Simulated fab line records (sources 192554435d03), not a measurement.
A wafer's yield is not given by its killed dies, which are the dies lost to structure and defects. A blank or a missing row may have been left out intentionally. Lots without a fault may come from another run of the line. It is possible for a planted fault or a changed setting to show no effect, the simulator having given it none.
Chamber matching	flow n5_finfet	rie_diel-05 running N5_MOL_CONTACT_COAG_ETCH_110: 4 sister chambers
The step etches Si in CF4/O2, target depth 2.5 nm, time 8 s. 18 wafers are shown with their chamber, then 9 later ones without.

## EACH WAFER AND ITS CHAMBER
wafer	chamber	showerhead_plenum_p_Torr (Torr)	drypump_motor_current_A (A)	throttle_valve_pct (%)
L074.1	1	2.30	5.2	11.07
L074.3	3	2.11	5.6	11.01
L074.5	1	2.30	5.2	11.07
L076.2	2	2.36	6.3	10.60
L076.4	3	2.11	5.6	11.01
L076.6	2	2.36	6.3	10.59
L078.1	2	2.36	6.4	10.59
L078.4	0	2.31	6.1	10.73
L078.6	2	2.36	6.4	10.61
L079.1	0	2.31	6.1	10.74
L079.2	2	2.36	6.3	10.60
L079.3	1	2.29	5.2	11.11
L081.1	1	2.29	5.2	11.13
L081.5	0	2.31	6.1	10.77
L081.6	2	2.35	6.3	10.61
L084.1	0	2.31	6.0	10.76
L084.3	1	2.29	5.2	11.14
L084.4	2	2.35	6.3	10.64

SIGNATURES (means of the wafers above)
reading	chamber 0	chamber 1	chamber 2	chamber 3	scatter within a chamber
showerhead_plenum_p_Torr	2.3100	2.2940	2.3571	2.1100	0.00433
drypump_motor_current_A	6.075	5.200	6.329	5.600	0.0394
throttle_valve_pct	10.7500	11.1040	10.6057	11.0100	0.0225
Rule: a wafer's distance from a chamber is the root of the sum, over the readings, of the square of ((its reading less the chamber's mean) divided by the reading's scatter). The wafer belongs to the nearest chamber; if the next one is less than 2 further off, it can't be placed. The scatter: the root of (the sum of the squares of (reading less its chamber's mean) over the shown wafers, divided by (wafers less chambers)).

## WAFERS WITHOUT THEIR CHAMBER
wafer	showerhead_plenum_p_Torr (Torr)	drypump_motor_current_A (A)	throttle_valve_pct (%)
L085.1	2.36	5.6	10.33
L085.2	2.31	6.1	10.78
L085.6	2.36	5.6	10.35
L087.1	2.36	5.6	10.37
L087.2	2.29	5.2	11.14
L087.3	2.31	6.1	10.80
L090.2	2.30	6.1	10.80
L090.4	2.35	6.3	10.66
L090.6	2.30	6.1	10.80

## WHICH CHAMBER EACH ONE RAN IN
wafer	from the rows above	in truth
L085.1	2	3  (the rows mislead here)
L085.2	0	0
L085.6	2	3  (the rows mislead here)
L087.1	2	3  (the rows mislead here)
L087.2	1	1
L087.3	0	0
L090.2	0	0
L090.4	2	2
L090.6	0	0
Correctly placed: 6 of 9. Number that these rows cannot place: 0. Wrongly placed: 3.
